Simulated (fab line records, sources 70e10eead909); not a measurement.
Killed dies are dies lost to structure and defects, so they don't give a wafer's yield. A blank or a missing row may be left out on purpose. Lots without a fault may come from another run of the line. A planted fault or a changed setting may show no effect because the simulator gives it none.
fab line records | flow nand_harc
record lots=13 wafers=39 last_day=32
route steps=1302 shown P_BONDPAD@369 A_SOURCE_PLATE@416 A_ONON_D1@424 END@1302
lots that met no fault: from a run of the same line without faults
start_h: hours from the record's first day to the start of the lot's first wafer shown | wait_h: hours since the lot's step before | " the same as in the row above | L1.1+2: a row that stands for several wafers | - no value, or no start given | * or withheld: withheld | < > ~ a bound
route shown NAME@n: a module of which the file shows steps, and the number in the route of the first | usual: mean/standard deviation of fault-free wafers | same: alike in all rows | chamber/n: place in a boat | sites: the reading at each site | _std_site: their standard deviation | _edge_site: outer sites' mean less inner sites' | radius_mm: how far each site lies from the wafer's centre | mask NAME#n: copy n | behind: the tool/chamber that last shaped the wafer | hold: why the lot was held/for how many hours/how that ended | device: the transistor (n, p or np) that didn't switch | end of line: the same wafers' tests at the end of the route | a step without rows: its recipe alone | killed: dies lost to structure and defects at the first sort, not the wafer's yield | map: a wafer's dies, x killed, . not, _ none there
set.NAME: the setting as run; set.NAME@STEP: as run at that earlier step | model.NAME: the simulator's own value behind a step, which no gauge read
steps of the route over a sample of lots; a table a step, a row a wafer
services: from which hour (start_h, from the record's first day; less than 0 if before it) a tool's chamber was out of use, for how many hours, and why
## steps
# step NHARC_P_BONDPAD_ETCH_12
# recipe target_depth_a=2000 time_s=100 chf3_flow_sccm=50 o2_flow_sccm=10 ar_flow_sccm=200 rf_w=500 bias_w=200 chemistry=CHF3/O2
# usual chf3_flow_sccm=50.00/0.14 drypump_motor_current_A=5.8/0.49 oes_product_au=0.949/0.023 rf_vpp_V=370.9/2 showerhead_plenum_p_Torr=2.42/0.083 throttle_valve_pct=20.573/0.0092
# columns lot.wafer tool chamber start_h wait_h chf3_flow_sccm drypump_motor_current_A oes_product_au rf_hours_counter_h rf_vpp_V showerhead_plenum_p_Torr throttle_valve_pct
L796.4 rie_diel-11 2 - - 49.90 5.9 0.964 3.6 374.1 2.58 20.563
L796.6 " 3 " " 49.99 5.8 0.966 - 371.4 2.42 20.587
L796.5 " 0 " " 49.89 6.7 0.994 - 373.1 2.50 20.563
L797.3 rie_diel-04 3 - - 50.03 5.4 0.938 8.7 372.7 2.43 20.592
L797.4 " 2 " " 50.02 5.7 0.915 8.6 367.4 2.26 20.579
L797.6 " 3 " " 49.85 5.4 0.932 - 371.0 2.43 20.586
L798.2 rie_diel-12 0 - - 49.88 5.3 0.924 1.3 371.0 2.43 20.585
L798.1 " 2 " " 50.03 6.2 0.922 1.3 368.1 2.33 20.566
L798.6 " 0 " " 49.87 5.3 0.927 - 371.2 2.43 20.572
L799.3 rie_diel-04 3 - - 49.89 5.4 0.919 10.5 371.2 2.43 20.565
L799.6 " 1 " " 49.92 6.2 0.930 - 369.9 2.33 20.581
L799.5 " 2 " " 50.23 5.7 0.902 - 366.6 2.26 20.588
L800.3 rie_diel-12 0 - - 50.04 5.3 0.963 1.7 371.2 2.43 20.576
L800.4 " 2 " " 50.26 6.2 0.957 1.8 368.4 2.33 20.577
L800.5 " 0 " " 50.18 5.3 0.962 - 370.5 2.43 20.587
L801.4 rie_diel-11 2 - - 50.18 5.9 0.932 7.1 374.3 2.58 20.565
L801.2 " 3 " " 50.21 5.8 0.930 5.9 371.1 2.42 20.574
L801.5 " 1 " " 49.85 5.9 0.924 - 372.0 2.49 20.569
L802.1 rie_diel-12 1 - - 50.03 5.0 0.982 2.0 372.3 2.50 20.582
L802.2 " 3 " " 50.07 5.5 0.969 2.1 368.5 2.33 20.562
L802.3 " 0 " " 50.02 5.3 0.990 1.9 370.2 2.43 20.580
L803.1 rie_diel-11 0 - - 50.23 6.8 0.928 5.9 374.1 2.50 20.584
L803.3 " 1 " " 49.98 5.9 0.924 6.2 372.3 2.49 20.577
L803.5 " 3 " " 49.98 5.8 0.939 - 371.3 2.42 20.581
L806.4 rie_diel-04 3 - - 49.82 5.4 0.938 2.5 371.6 2.43 20.580
L806.2 " 0 " " 49.84 5.7 0.933 2.8 371.6 2.41 20.561
L806.6 " 3 " " 50.07 5.3 0.940 - 371.7 2.43 20.563
L809.3 rie_diel-04 2 - - 49.84 5.7 0.912 5.1 367.6 2.26 20.573
L809.5 " 0 " " 49.92 5.8 0.926 - 370.6 2.41 20.584
L809.6 " 1 " " 50.09 6.2 0.906 - 368.9 2.33 20.564
L814.1 rie_diel-04 0 - - 50.20 5.8 0.926 6.7 369.8 2.41 20.575
L814.3 " 2 " " 49.98 5.8 0.920 7.0 367.8 2.26 20.581
L814.5 " 0 " " 49.79 5.8 0.938 - 370.5 2.41 20.581
L815.4 rie_diel-11 1 - - 50.30 5.9 0.941 4.7 372.5 2.49 20.570
L815.5 " 0 " " 49.93 6.8 0.939 - 372.8 2.50 20.570
L815.6 " 1 " " 50.26 5.9 0.946 - 372.6 2.49 20.573
L816.3 rie_diel-12 1 - - 50.18 5.0 0.967 1.7 372.6 2.50 20.582
L816.2 " 2 " " 49.89 6.2 0.960 1.6 369.4 2.33 20.558
L816.1 " 0 " " 50.11 5.3 0.976 1.5 372.4 2.43 20.586
# step NHARC_P_BONDPAD_PVD_27
# recipe target_thk_a=300 chamber_pressure_pa=5 power_w=5000 substrate_temp_c=30 time_s=20.49 material=Cu
# usual throttle_valve_pct=29.7/1.1
# columns lot.wafer tool chamber start_h wait_h throttle_valve_pct
L796.4 pvd_sputter-03 - - - 29.7
L796.5 " - " " 29.8
L796.6 " - " " 30.0
L797.3 pvd_sputter-03 - - - 30.0
L797.4 " - " " 29.0
L797.6 " - " " 29.9
L798.2 pvd_sputter-02 - - - 29.5
L798.1 " - " " 28.3
L798.6 " - " " 28.2
L799.3 pvd_sputter-01 - - - 30.4
L799.6 " - " " 30.1
L799.5 " - " " 31.5
L800.3 pvd_sputter-02 - - - 29.4
L800.4 " - " " 28.0
L800.5 " - " " 29.3
L801.4 pvd_sputter-01 - - - 29.5
L801.2 " - " " 30.9
L801.5 " - " " 29.5
L802.2 pvd_sputter-01 - - - 30.7
L802.3 " - " " 29.9
L802.1 " - " " 31.6
L803.3 pvd_sputter-02 - - - 29.6
L803.1 " - " " 29.7
L803.5 " - " " 29.5
L806.2 pvd_sputter-03 - - - 29.8
L806.4 " - " " 29.8
L806.6 " - " " 29.9
L809.3 pvd_sputter-01 - - - 30.0
L809.5 " - " " 31.2
L809.6 " - " " 30.0
L814.3 pvd_sputter-02 - - - 29.9
L814.1 " - " " 28.5
L814.5 " - " " 26.7
L815.4 pvd_sputter-01 - - - 29.2
L815.5 " - " " 31.0
L815.6 " - " " 30.2
L816.2 pvd_sputter-03 - - - 27.6
L816.1 " - " " 29.4
L816.3 " - " " 29.8
# step NHARC_A_SOURCE_PLATE_THK_MEAS_09
# recipe thk_meas_gauge=ellipsometry
# usual thk_nm=9.8/1
# columns lot.wafer tool chamber start_h wait_h thk_nm
L796.4 film_metro-01 - 147.10 0.4 10.3
L796.5 " - " " 11.2
L796.6 " - " " 11.2
L797.3 film_metro-01 - 156.52 0.4 10.5
L797.4 " - " " 9.6
L797.6 " - " " 11.5
L798.1 film_metro-02 - 173.32 0.4 8.7
L798.2 " - " " 8.3
L798.6 " - " " 9.9
L799.3 film_metro-01 - 173.33 0.4 10.1
L799.5 " - " " 9.9
L799.6 " - " " 8.4
L801.2 film_metro-02 - 192.41 0.4 10.1
L801.4 " - " " 10.5
L801.5 " - " " 9.1
L800.3 film_metro-01 - 192.42 0.4 9.9
L800.4 " - " " 10.2
L800.5 " - " " 8.7
L802.1 film_metro-01 - 202.50 0.4 8.5
L802.2 " - " " 9.2
L802.3 " - " " 11.7
L803.1 film_metro-02 - 213.83 0.4 9.3
L803.3 " - " " 10.7
L803.5 " - " " 11.0
L806.2 film_metro-01 - 246.69 0.4 8.6
L806.4 " - " " 9.0
L806.6 " - " " 8.1
L809.3 film_metro-01 - 275.08 0.4 11.0
L809.5 " - " " 9.0
L809.6 " - " " 9.8
L814.1 film_metro-01 - 323.20 0.4 9.6
L814.3 " - " " 9.7
L814.5 " - " " 11.0
L815.4 film_metro-01 - 343.05 0.4 8.9
L815.5 " - " " 9.2
L815.6 " - " " 8.3
L816.1 film_metro-02 - 347.46 0.4 10.1
L816.2 " - " " 9.1
L816.3 " - " " 10.6
# step NHARC_A_ONON_D1_DEP_00
# recipe target_thk_a=10000 n2_flow_sccm=2750 n2o_flow_sccm=2000 nh3_flow_sccm=500 sih4_flow_sccm=210 temp_c=400
# columns lot.wafer tool chamber start_h wait_h
L796.4+5+6 pecvd_onon-04 0 160.51 0.2
L797.3+4+6 pecvd_onon-04 0 172.51 0.2
L798.1+2+6 pecvd_onon-01 0 185.96 0.1
L799.3+5+6 pecvd_onon-04 0 186.08 0.2
L801.2+4+5 pecvd_onon-04 0 205.15 0.1
L800.3+4+5 pecvd_onon-01 0 205.23 0.2
L802.1+2+3 pecvd_onon-01 0 215.23 0.1
L803.1+3+5 pecvd_onon-01 0 227.02 0.1
L806.2+4+6 pecvd_onon-01 0 259.74 0.1
L809.3+5+6 pecvd_onon-01 0 287.86 0.2
L814.1+3+5 pecvd_onon-04 0 336.17 0.1
L815.4+5+6 pecvd_onon-04 0 355.82 0.2
L816.1+2+3 pecvd_onon-04 0 360.47 0.1
# step NHARC_A_ONON_D1_THK_MEAS_02
# recipe thk_meas_gauge=ellipsometry
# usual thk_nm=1000/9.4
# columns lot.wafer tool chamber start_h wait_h thk_nm
L796.4 film_metro-01 - 160.85 - 1011
L796.5 " - " " 1012
L796.6 " - " " 1011
L797.3 film_metro-02 - 172.90 - 1000
L797.4 " - " " 1000
L797.6 " - " " 998
L798.1 film_metro-02 - 186.47 - 984
L798.2 " - " " 982
L798.6 " - " " 981
L799.3 film_metro-01 - 186.47 - 995
L799.5 " - " " 992
L799.6 " - " " 994
L801.2 film_metro-01 - 205.61 - 998
L801.4 " - " " 995
L801.5 " - " " 997
L800.3 film_metro-02 - 205.62 - 1004
L800.4 " - " " 1004
L800.5 " - " " 1005
L802.1 film_metro-01 - 215.73 - 1000
L802.2 " - " " 999
L802.3 " - " " 1001
L803.1 film_metro-02 - 227.52 - 997
L803.3 " - " " 997
L803.5 " - " " 997
L806.2 film_metro-01 - 260.19 - 994
L806.4 " - " " 995
L806.6 " - " " 995
L809.3 film_metro-02 - 288.26 - 1007
L809.5 " - " " 1008
L809.6 " - " " 1005
L814.1 film_metro-01 - 336.68 - 1026
L814.3 " - " " 1491
L814.5 " - " " 1024
L815.4 film_metro-02 - 356.16 - 1477
L815.5 " - " " 1011
L815.6 " - " " 1480
L816.1 film_metro-02 - 360.98 - 1001
L816.2 " - " " 999
L816.3 " - " " 1466
# step NHARC_END_SORT_01
# recipe temp_c=25
# usual killed_at_array=54/21 killed_at_other=1.0/1.2 killed_at_periphery=3.6/2.6 killed_dies=58/20 killed_open=3.3/1.9 killed_short=2.6/1.5
# same gross_dies=677
# columns lot.wafer tool chamber start_h wait_h killed_at_array killed_at_other killed_at_periphery killed_dies killed_open killed_short
L814.1 prober-02 0 740.54 2.5 66 1 6 73 6 2
L814.3 prober-02 0 742.13 3.1 672 2 3 677 2 4
L814.5 prober-02 0 743.73 3.7 69 0 1 70 6 4
L816.1 prober-02 0 765.00 2.5 38 1 3 42 4 3
L816.2 prober-02 0 765.80 2.8 56 0 2 58 2 3
L816.3 prober-02 0 766.60 3.1 675 1 1 677 1 5
L815.4 prober-01 0 765.13 3.3 671 0 6 677 7 4
L815.5 prober-01 0 765.92 3.6 70 1 4 75 1 3
L815.6 prober-01 0 766.71 3.9 671 0 6 677 6 2
# killed by level:class
L814.1 A_SLIT:chamber_film_flake=27 A_CHANNEL_HOLE_D2:chamber_film_flake=19 A_CHANNEL_HOLE_D1:chamber_film_flake=11 A_ONON_D2:geometric_particle:open=3 A_CHANNEL_FILL_D2:geometric_particle:open=2 P_ZERO_WELL:chamber_film_flake=2 P_GATE:geometric_particle:short=1 P_M1:geometric_particle:open=1
L814.3 A_ONON_D1:area_dep=614 A_SLIT:chamber_film_flake=29 A_CHANNEL_HOLE_D2:chamber_film_flake=16 A_CHANNEL_HOLE_D1:chamber_film_flake=6 A_STAIRCASE:chamber_film_flake=2 P_GATE:geometric_particle:short=1 P_CONTACT:geometric_particle:short=1 A_ONON_D1:geometric_particle:open=1
L814.5 A_SLIT:chamber_film_flake=26 A_CHANNEL_HOLE_D2:chamber_film_flake=15 A_CHANNEL_HOLE_D1:chamber_film_flake=7 A_ZERO_WELL:chamber_film_flake=3 A_STAIRCASE:chamber_film_flake=3 A_CONTACT:chamber_film_flake=3 A_CHANNEL_FILL_D2:geometric_particle:open=2 A_WL_FILL:chamber_film_flake=2
L816.1 A_SLIT:chamber_film_flake=16 A_CONTACT:chamber_film_flake=9 A_CHANNEL_HOLE_D1:chamber_film_flake=6 A_WL_FILL:chamber_film_flake=2 P_STI:geometric_particle:short=1 P_CONTACT:geometric_particle:open=1 P_M1:geometric_particle:open=1 A_ONON_D1:geometric_particle:short=1
L815.4 A_ONON_D1:area_dep=604 A_CHANNEL_HOLE_D1:chamber_film_flake=31 A_CHANNEL_HOLE_D2:chamber_film_flake=16 A_SLIT:chamber_film_flake=4 A_ZERO_WELL:chamber_film_flake=3 P_M0:geometric_particle:open=2 A_STAIRCASE:chamber_film_flake=2 A_M1:chamber_film_flake=2
L816.2 A_SLIT:chamber_film_flake=25 A_CONTACT:chamber_film_flake=11 A_CHANNEL_HOLE_D1:chamber_film_flake=10 A_STAIRCASE:chamber_film_flake=3 A_M1:chamber_film_flake=2 P_STI:geometric_particle:short=1 P_M2:geometric_particle:short=1 A_CHANNEL_FILL_D1:geometric_particle:open=1
L815.5 A_CHANNEL_HOLE_D1:chamber_film_flake=28 A_CHANNEL_HOLE_D2:chamber_film_flake=25 A_SLIT:chamber_film_flake=6 A_WL_FILL:chamber_film_flake=3 P_ZERO_WELL:chamber_film_flake=2 P_GATE:chamber_film_flake=2 A_CONTACT:chamber_film_flake=2 A_BLC:chamber_film_flake=2
L816.3 A_ONON_D1:area_dep=614 A_SLIT:chamber_film_flake=20 A_CHANNEL_HOLE_D1:chamber_film_flake=13 A_CONTACT:chamber_film_flake=12 A_DECK1_JOINT:chamber_film_flake=4 A_STAIRCASE:chamber_film_flake=3 A_WL_FILL:chamber_film_flake=3 P_M0:geometric_particle:open=1
L815.6 A_ONON_D1:area_dep=597 A_CHANNEL_HOLE_D1:chamber_film_flake=36 A_CHANNEL_HOLE_D2:chamber_film_flake=17 A_SLIT:chamber_film_flake=5 P_GATE:chamber_film_flake=3 A_M1:chamber_film_flake=3 P_ZERO_WELL:chamber_film_flake=2 A_STAIRCASE:chamber_film_flake=2
## services
# columns tool chamber start_h hours kind
rie_diel-11 1 118.71 5.5 repair
pvd_sputter-03 - 126.10 9.1 repair
pecvd_onon-04 - 130.00 13.0 pm
rie_diel-04 0 132.47 - clean
rie_diel-12 0 152.37 4.6 repair
pvd_sputter-03 - 155.52 1.9 repair
rie_diel-12 - 159.39 0.7 repair
pvd_sputter-03 - 170.09 10.0 pm
rie_diel-04 - 177.97 9.0 pm
pvd_sputter-02 - 207.09 5.4 repair
pvd_sputter-01 - 226.06 10.0 pm
rie_diel-11 - 255.50 9.0 pm
pvd_sputter-03 - 258.28 1.3 repair
pvd_sputter-02 - 265.04 3.3 repair
rie_diel-12 - 268.40 9.0 pm
pecvd_onon-01 - 269.27 13.0 pm
rie_diel-04 2 272.85 2.9 repair
pvd_sputter-02 - 282.00 10.0 pm
pvd_sputter-03 - 282.44 12.2 repair
pecvd_onon-04 - 311.00 13.0 pm
rie_diel-04 3 323.75 3.1 repair
rie_diel-04 1 340.13 6.8 repair
pvd_sputter-03 - 348.09 10.0 pm
rie_diel-04 - 354.97 9.0 pm
## key
first_sign step=NHARC_A_ONON_D1_THK_MEAS_02 reading=thk_nm direction=up sigmas=51 usual=1000 struck=1478
effect step=NHARC_END_SORT_01 reading=killed_dies direction=up sigmas=30 usual=58 struck=677
more_kills_born_at NHARC_A_ONON_D1_DEP_00@pecvd_onon-04=2429
met_at NHARC_A_ONON_D1_DEP_00
struck_lots L814,L815,L816
struck_wafers L814.3,L815.4,L815.6,L816.3
later_rows_left_out L814.3,L815.4,L815.6,L816.3
tester_left_out L814,L815,L816
not_acting_at NHARC_P_BONDPAD_ETCH_12,NHARC_P_BONDPAD_PVD_27,NHARC_A_SOURCE_PLATE_THK_MEAS_09
onset_between 205.15 336.17
fault kind=process_parameter_drift tool=pecvd_onon-04 chamber=- onset_h=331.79 steps=NHARC_A_ONON_D1_DEP_00 channel=target_thk_a offset=* shape=step end_h=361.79 scope=struck_wafers_only acts_in=* stated=*
# tester_left_out: of these lots the tester's yield and bins aren't shown, on N5 and GAA mostly nor the transistor test; their killed dies are dies lost to structure and defects alone, not to doping, threshold or leakage, so they don't give the yield
# later_rows_left_out: the simulator's readings of these wafers behind a module that went badly wrong aren't trusted and aren't shown, but for the sort
